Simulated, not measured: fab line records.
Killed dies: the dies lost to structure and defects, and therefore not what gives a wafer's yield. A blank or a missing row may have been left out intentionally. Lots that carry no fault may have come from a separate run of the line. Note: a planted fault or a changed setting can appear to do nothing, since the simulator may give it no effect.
Lot-split experiment    flow n5-finfet    39 wafers read from 7 lots, route of 1938 steps

## ABOUT THE SPLIT
At N5_FIN_CUT_CUT_ETCH_15 (etches Si in HBr/Cl2/O2, target depth 100 nm, bt time 10 s, time 42.4 s), the setting time-s was moved away from the recipe's 42.4 s on 9 of the 39 wafers read, by -30.5% to +25.1%. All remaining wafers had this setting at the recipe value.

The reading is taken at the split's own step.

## THE READING
SOC_of_FIN_CUT_COAT_18.thk-nm (the simulator's own value, which no gauge read), in nm, at N5_FIN_CUT_CUT_ETCH_15 (etches Si in HBr/Cl2/O2, target depth 100 nm, bt time 10 s, time 42.4 s). No usual value for it is given in the file. Average 170.3 nm, standard deviation 0.98 nm, over the 30 wafers here run with the recipe.

wafer   tool, chamber at the split  time-s as run, s  against the recipe  SOC_of_FIN_CUT_COAT_18.thk-nm, nm  against lot-mates on the recipe
L077.1  rie-si-02, 1                42.4              recipe              169.4                              -
L077.2  rie-si-02, 3                29.47             -30.5%              182.2                              +12.7
L077.3  rie-si-02, 2                29.47             -30.5%              182.4                              +12.9
L077.4  rie-si-02, 0                42.4              recipe              168.4                              -
L077.5  rie-si-02, 0                29.47             -30.5%              180.6                              +11.1
L077.6  rie-si-02, 3                42.4              recipe              170.6                              -
L079.1  rie-si-03, 3                42.4              recipe              170                                -
L079.2  rie-si-03, 2                42.4              recipe              168.8                              -
L079.3  rie-si-03, 1                42.4              recipe              169.2                              -
L079.4  rie-si-03, 0                42.4              recipe              169.8                              -
L079.5  rie-si-03, 2                42.4              recipe              170.2                              -
L079.6  rie-si-03, 3                42.4              recipe              170.4                              -
L081.1  rie-si-03, 1                42.4              recipe              170                                -
L081.2  rie-si-03, 0                42.4              recipe              170.2                              -
L081.3  rie-si-03, 3                42.4              recipe              170.4                              -
L081.4  rie-si-03, 2                42.4              recipe              170.8                              -
L081.5  rie-si-03, 2                42.4              recipe              169                                -
L081.6  rie-si-03, 3                42.4              recipe              170.4                              -
L083.2  rie-si-05, 3                42.4              recipe              171.8                              -
L083.4  rie-si-05, 2                42.4              recipe              171                                -
L083.6  rie-si-05, 1                42.4              recipe              172.4                              -
L086.1  rie-si-05, 0                32.06             -24.4%              178.8                              +7.0
L086.2  rie-si-05, 2                42.4              recipe              171                                -
L086.3  rie-si-05, 1                42.4              recipe              172.6                              -
L086.4  rie-si-05, 3                32.06             -24.4%              180.6                              +8.8
L086.5  rie-si-05, 3                42.4              recipe              171.8                              -
L086.6  rie-si-05, 2                32.06             -24.4%              179.8                              +8.0
L089.1  rie-si-03, 3                53.04             +25.1%              161                                -8.6
L089.2  rie-si-03, 0                42.4              recipe              170.2                              -
L089.3  rie-si-03, 1                42.4              recipe              168.8                              -
L089.4  rie-si-03, 2                42.4              recipe              169.8                              -
L089.5  rie-si-03, 1                53.04             +25.1%              160.2                              -9.4
L089.6  rie-si-03, 2                53.04             +25.1%              159.8                              -9.8
L096.1  rie-si-03, 2                42.4              recipe              169.6                              -
L096.2  rie-si-03, 1                42.4              recipe              170.2                              -
L096.3  rie-si-03, 3                42.4              recipe              170.6                              -
L096.4  rie-si-03, 0                42.4              recipe              170.2                              -
L096.5  rie-si-03, 2                42.4              recipe              169.8                              -
L096.6  rie-si-03, 1                42.4              recipe              170.4                              -

THE FIT
A straight line over all 39 wafers: SOC_of_FIN_CUT_COAT_18.thk-nm changes by -0.386 nm for each +1% of time-s; r = -0.98; the points scatter about the line by 0.95 nm.
The same after taking each lot's own level away (the mean of its wafers on the recipe; 39 wafers): -0.372 nm for each +1%; r = -0.99; scatter 0.75 nm.
That fit puts the effect of the largest move of time-s on the reading at 11 nm.
From 169.47 to 171.80 nm: that is the span of the lots' own levels, equal to 2.4 times the standard deviation above.
So the lot-to-lot level changes the slope little: the two slopes agree.
Check: with one of the wafers moved furthest among these (-30.5%) left out of the fit, the line predicts +11.1 nm for it against its lot-mates. Against them it came out at +12.7 nm.

## THE WHOLE CHAIN: every reading that the file lists as answering this split, in the file's order
step                    what it does                                                             reading                                                                         change (the file's fit)                r (the file's)
N5_FIN_CUT_CUT_ETCH_15  etches Si in HBr/Cl2/O2, target depth 100 nm, bt time 10 s, time 42.4 s  etch.depth-nm (the simulator's own value, which no gauge read)                  +1.01 nm for each +1% of the setting   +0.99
N5_FIN_CUT_CUT_ETCH_15  etches Si in HBr/Cl2/O2, target depth 100 nm, bt time 10 s, time 42.4 s  FIN_CUT.feature-depth-nm (the simulator's own value, which no gauge read)       +1.01 nm for each +1% of the setting   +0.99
N5_FIN_CUT_CUT_ETCH_15  etches Si in HBr/Cl2/O2, target depth 100 nm, bt time 10 s, time 42.4 s  SOC_of_FIN_CUT_COAT_18.thk-nm (the simulator's own value, which no gauge read)  -0.371 nm for each +1% of the setting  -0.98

## THE FILE'S OWN FIT
SOC_of_FIN_CUT_COAT_18.thk-nm changes by -0.371 nm for each +1% of time-s, r = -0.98.
